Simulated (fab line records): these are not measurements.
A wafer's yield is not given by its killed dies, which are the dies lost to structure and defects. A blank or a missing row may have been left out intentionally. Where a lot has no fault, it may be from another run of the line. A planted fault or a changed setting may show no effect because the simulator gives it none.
Matching of chambers | flow n5-finfet | rie-diel-06 running N5_BEOL_M2_ETCH_74: 4 sister chambers
The step etches underlayer in N2/H2, target depth 6.5 nm, time 5.2 s. 16 wafers are shown with their chamber, then 8 later ones without.

## WAFERS, EACH WITH ITS CHAMBER
wafer  | chamber | drypump-motor-current-A (A) | showerhead-plenum-p-Torr (Torr) | throttle-valve-pct (%)
L074.2 | 2       | 5.1                         | 2.70                            | 17.67
L074.3 | 0       | 6.3                         | 2.52                            | 18.29
L074.5 | 2       | 5.1                         | 2.70                            | 17.67
L077.1 | 1       | 4.8                         | 2.51                            | 17.90
L077.3 | 3       | 5.9                         | 2.58                            | 17.79
L077.6 | 1       | 4.8                         | 2.51                            | 17.89
L080.1 | 2       | 5.1                         | 2.69                            | 17.72
L080.3 | 3       | 5.9                         | 2.57                            | 17.80
L080.5 | 0       | 6.2                         | 2.51                            | 18.31
L083.2 | 0       | 6.3                         | 2.51                            | 18.31
L083.4 | 3       | 5.9                         | 2.57                            | 17.85
L083.5 | 3       | 5.9                         | 2.57                            | 17.82
L086.1 | 3       | 5.9                         | 2.57                            | 17.85
L086.3 | 2       | 5.1                         | 2.68                            | 17.72
L086.4 | 3       | 5.9                         | 2.57                            | 17.83
L092.2 | 1       | 4.8                         | 2.49                            | 17.96

SIGNATURES (averages over the wafers above)
reading                  | chamber 0 | chamber 1 | chamber 2 | chamber 3 | scatter within a chamber
drypump-motor-current-A  | 6.267     | 4.800     | 5.100     | 5.900     | 0.0236
showerhead-plenum-p-Torr | 2.5133    | 2.5033    | 2.6925    | 2.5717    | 0.00759
throttle-valve-pct       | 18.3033   | 17.9167   | 17.6950   | 17.8233   | 0.027
Rule: for a wafer and a chamber, the distance is found by dividing, reading by reading, the gap between the wafer's reading and the chamber's mean by the reading's scatter, squaring, summing and taking the root. The wafer belongs to the nearest chamber; if the next one is less than 2 further off, it can't be placed. The scatter is the square root of a quotient: the sum, over the shown wafers, of each reading's squared deviation from its chamber's mean, divided by wafers minus chambers.

## WAFERS WHOSE CHAMBER IS MISSING
wafer  | drypump-motor-current-A (A) | showerhead-plenum-p-Torr (Torr) | throttle-valve-pct (%)
L092.5 | 5.1                         | 2.68                            | 17.76
L092.6 | 4.8                         | 2.49                            | 17.97
L095.1 | 5.9                         | 2.56                            | 17.86
L095.3 | 4.8                         | 2.49                            | 17.96
L095.4 | 6.3                         | 2.50                            | 17.86
L097.2 | 4.8                         | 2.49                            | 17.97
L097.5 | 4.8                         | 2.49                            | 17.98
L097.6 | 6.2                         | 2.50                            | 17.89

## THE CHAMBER EACH PASSED THROUGH
wafer  | from the rows above     | in truth
L092.5 | 2                       | 2
L092.6 | 1                       | 1
L095.1 | 3                       | 3
L095.3 | 1                       | 1
L095.4 | 0                       | 0
L097.2 | 1                       | 1
L097.5 | 1                       | 1
L097.6 | can't be placed: 0 or 3 | 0
7 of 8 placed correctly. Cannot be placed on the basis of these rows: 1; the candidates contain the true chamber in 1. 0 placed wrongly.
